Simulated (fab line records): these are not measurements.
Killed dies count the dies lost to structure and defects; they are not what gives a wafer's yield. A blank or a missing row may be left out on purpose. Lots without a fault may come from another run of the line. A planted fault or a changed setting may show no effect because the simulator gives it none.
Matching of chambers -- flow n5 finfet -- rie diel-02 running N5_PASSIVATION_DESCUM_46: 4 sister chambers
The step chemistry O2, time 7.9 s. 14 wafers are shown with their chamber, then 7 later ones without.

## WAFERS WITH THEIR CHAMBER
wafer,chamber,showerhead plenum p Torr (Torr),throttle valve pct (%),drypump motor current A (A)
L376.1,0,1.98,20.57,5.6
L376.3,2,2.22,20.40,5.4
L376.5,2,2.22,20.38,5.5
L379.2,0,1.98,20.58,5.6
L379.5,1,2.22,20.14,5.4
L379.6,0,1.98,20.61,5.6
L382.1,1,2.22,20.14,5.4
L382.2,3,2.21,19.69,6.5
L382.5,1,2.22,20.15,5.4
L386.1,1,2.22,20.17,5.3
L386.5,1,2.22,20.15,5.4
L386.6,2,2.22,20.42,5.4
L391.1,1,2.21,20.20,5.4
L391.2,2,2.21,20.43,5.4

SIGNATURES (means of the wafers above)
reading,chamber 0,chamber 1,chamber 2,chamber 3,scatter within a chamber
showerhead plenum p Torr,1.9800,2.2183,2.2175,2.2100,0.00398
throttle valve pct,20.5867,20.1583,20.4075,19.6900,0.0224
drypump motor current A,5.600,5.383,5.425,6.500,0.0398
Rule: a wafer's distance from a chamber is the root of the sum, over the readings, of the square of ((its reading less the chamber's mean) divided by the reading's scatter). If the next closest chamber is less than 2 further off than the closest, the wafer can't be placed; otherwise it belongs to the closest. The scatter is the square root of a quotient: the sum, over the shown wafers, of each reading's squared deviation from its chamber's mean, divided by wafers minus chambers.

## WAFERS MISSING THEIR CHAMBER
wafer,showerhead plenum p Torr (Torr),throttle valve pct (%),drypump motor current A (A)
L391.5,2.21,20.44,5.4
L394.2,2.21,20.46,5.4
L394.4,2.20,19.72,6.6
L394.5,2.20,19.73,6.6
L397.1,2.20,20.45,5.4
L397.5,2.20,20.24,5.4
L397.6,2.23,20.30,5.6

## WHICH CHAMBER EACH ONE RAN IN
wafer,from the rows above,in truth
L391.5,2,2
L394.2,2,2
L394.4,3,3
L394.5,3,3
L397.1,2,2
L397.5,1,1
L397.6,can't be placed: 2 or 1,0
Placed correctly: 6 of 7. Cannot be placed on the basis of these rows: 1; the candidates contain the true chamber in 0. 0 placed wrongly.
